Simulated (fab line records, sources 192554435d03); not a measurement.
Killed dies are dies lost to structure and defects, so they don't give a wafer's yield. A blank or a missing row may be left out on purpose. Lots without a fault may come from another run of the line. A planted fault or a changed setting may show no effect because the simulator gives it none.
Split-lot experiment | flow n5_finfet | 7 lots, 21 wafers read, on a route of 1938 steps

THE SPLIT
At N5_HKMG_FIN_ETCH_35 (etches SOC in N2/H2, target depth 215.8 nm, time 243.4 s), the setting time_s was moved away from the recipe's 243.4 s on 7 of the 21 wafers read, by -16.0% to +21.0%. The other wafers ran this setting at the recipe's value.

The reading is taken at the split's own step.

THE READING
HKMG_FIN.feature_depth_nm (the simulator's own value, which no gauge read), in nm, at N5_HKMG_FIN_ETCH_35 (etches SOC in N2/H2, target depth 215.8 nm, time 243.4 s). The file gives no usual value for it. The 14 wafers here that ran the recipe average 217.1 nm, standard deviation 5.6 nm.

wafer  | tool, chamber at the split | time_s as run, s | against the recipe | HKMG_FIN.feature_depth_nm, nm | against lot-mates on the recipe
L076.1 | rie_diel-03, 3             | 243.4            | recipe             | 210.2                         | -
L076.2 | rie_diel-03, 1             | 243.4            | recipe             | 225.2                         | -
L076.5 | rie_diel-03, 0             | 243.4            | recipe             | 212.8                         | -
L077.2 | rie_diel-03, 1             | 215.3            | -11.5%             | 200                           | -10.0
L077.3 | rie_diel-03, 3             | 243.4            | recipe             | 210                           | -
L077.4 | rie_diel-03, 2             | 215.3            | -11.5%             | 197.8                         | -12.2
L085.2 | rie_diel-03, 0             | 243.4            | recipe             | 213.2                         | -
L085.3 | rie_diel-03, 3             | 243.4            | recipe             | 213                           | -
L085.5 | rie_diel-03, 2             | 243.4            | recipe             | 224.4                         | -
L089.1 | rie_diel-01, 0             | 204.5            | -16.0%             | 183.6                         | -34.8
L089.4 | rie_diel-01, 0             | 243.4            | recipe             | 218.4                         | -
L089.5 | rie_diel-01, 3             | 204.5            | -16.0%             | 185.2                         | -33.2
L094.2 | rie_diel-04, 1             | 294.6            | +21.0%             | 270.6                         | +61.8
L094.4 | rie_diel-04, 2             | 243.4            | recipe             | 208.8                         | -
L094.6 | rie_diel-04, 3             | 294.6            | +21.0%             | 265.8                         | +57.0
L096.2 | rie_diel-01, 1             | 243.4            | recipe             | 217.6                         | -
L096.5 | rie_diel-01, 0             | 243.4            | recipe             | 219.6                         | -
L096.6 | rie_diel-01, 3             | 243.4            | recipe             | 221                           | -
L097.2 | rie_diel-01, 3             | 217.4            | -10.7%             | 200                           | -22.9
L097.4 | rie_diel-01, 0             | 243.4            | recipe             | 220.6                         | -
L097.5 | rie_diel-01, 3             | 243.4            | recipe             | 225.2                         | -

THE FIT
A straight line over all 21 wafers: HKMG_FIN.feature_depth_nm changes by +2.16 nm for each +1% of time_s; r = +0.97; the points scatter about the line by 5.6 nm.
The same after taking each lot's own level away (the mean of its wafers on the recipe; 21 wafers): +2.34 nm for each +1%; r = +0.96; scatter 6.5 nm.
On that fit, the largest move of time_s shifts the reading by 49 nm.
The lots' own levels span 208.80 to 222.90 nm, that is 2.5 times the standard deviation above.
So the lot-to-lot level changes the slope little: the two slopes agree.
Check: with one of the wafers moved furthest among these (+21.0%) left out of the fit, the line predicts +47.4 nm for it against its lot-mates. It came out at +61.8 nm against them.

OTHER SPLITS ON THESE WAFERS
These wafers also went through other splits before the reading. Each is held against what the fit with the lots' levels taken away leaves over:
other split on the same wafers | wafers away from the commonest value | r with HKMG_FIN.feature_depth_nm (lot level and that fit taken away)
N5_HKMG_FIN_CVD_62 temp_c      | 9                                    | +0.10

THE WHOLE CHAIN: every reading that the file lists as answering this split, in the file's order
step                | what it does                                             | reading                                                                         | change (the file's fit)              | r (the file's)
N5_HKMG_FIN_ETCH_35 | etches SOC in N2/H2, target depth 215.8 nm, time 243.4 s | SOC_of_HKMG_FIN_COAT_29.thk_nm (the simulator's own value, which no gauge read) | -2.28 nm for each +1% of the setting | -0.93
N5_HKMG_FIN_ETCH_35 | etches SOC in N2/H2, target depth 215.8 nm, time 243.4 s | etch.depth_nm (the simulator's own value, which no gauge read)                  | +2.29 nm for each +1% of the setting | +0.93
N5_HKMG_FIN_ETCH_35 | etches SOC in N2/H2, target depth 215.8 nm, time 243.4 s | HKMG_FIN.feature_depth_nm (the simulator's own value, which no gauge read)      | +2.29 nm for each +1% of the setting | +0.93

THE FILE'S OWN FIT
HKMG_FIN.feature_depth_nm changes by +2.29 nm for each +1% of time_s, r = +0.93.
